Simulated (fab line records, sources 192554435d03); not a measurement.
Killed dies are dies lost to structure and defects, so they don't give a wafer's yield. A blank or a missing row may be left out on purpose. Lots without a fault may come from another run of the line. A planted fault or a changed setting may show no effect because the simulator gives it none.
Chamber matching | flow n5_finfet | N5_BEOL_M3_ETCH_70 on rie_diel-01: 4 sister chambers
The step etches SOC in N2/H2, target depth 80 nm, overetch 16 nm, time 120 s. 4 wafers are shown with their chamber, then 12 later ones without.

WAFERS WITH THEIR CHAMBER
wafer  | chamber | showerhead_plenum_p_Torr (Torr)
L088.5 | 0       | 2.64
L090.2 | 1       | 2.51
L090.3 | 3       | 2.47
L090.4 | 2       | 2.40

WAFERS WITHOUT THEIR CHAMBER
wafer  | showerhead_plenum_p_Torr (Torr)
L089.3 | 2.47
L089.4 | 2.64
L089.5 | 2.51
L094.4 | 2.39
L094.5 | 2.47
L094.6 | 2.63
L095.2 | 2.39
L095.4 | 2.63
L095.5 | 2.63
L096.1 | 2.63
L096.2 | 2.39
L096.4 | 2.63

WHICH CHAMBER EACH WENT THROUGH
wafer  | from the rows above | in truth
L089.3 | 3                   | 3
L089.4 | 0                   | 0
L089.5 | 1                   | 1
L094.4 | 2                   | 2
L094.5 | 3                   | 3
L094.6 | 0                   | 0
L095.2 | 2                   | 2
L095.4 | 0                   | 0
L095.5 | 0                   | 0
L096.1 | 0                   | 0
L096.2 | 2                   | 2
L096.4 | 0                   | 0
Placed correctly: 12 of 12. Can't be placed from these rows: 0. Placed wrongly: 0.
How it was worked out, from the rows above alone: a wafer's distance from a chamber is the root of the sum, over the readings, of the square of ((its reading less the chamber's mean) divided by the reading's scatter). The wafer belongs to the nearest chamber; if the next one is less than 2 further off, it can't be placed. A chamber's mean is the mean of its shown wafers. The scatter: with one shown wafer a chamber, the root of the mean of the squares of how far each hidden wafer lies from its nearest shown one.
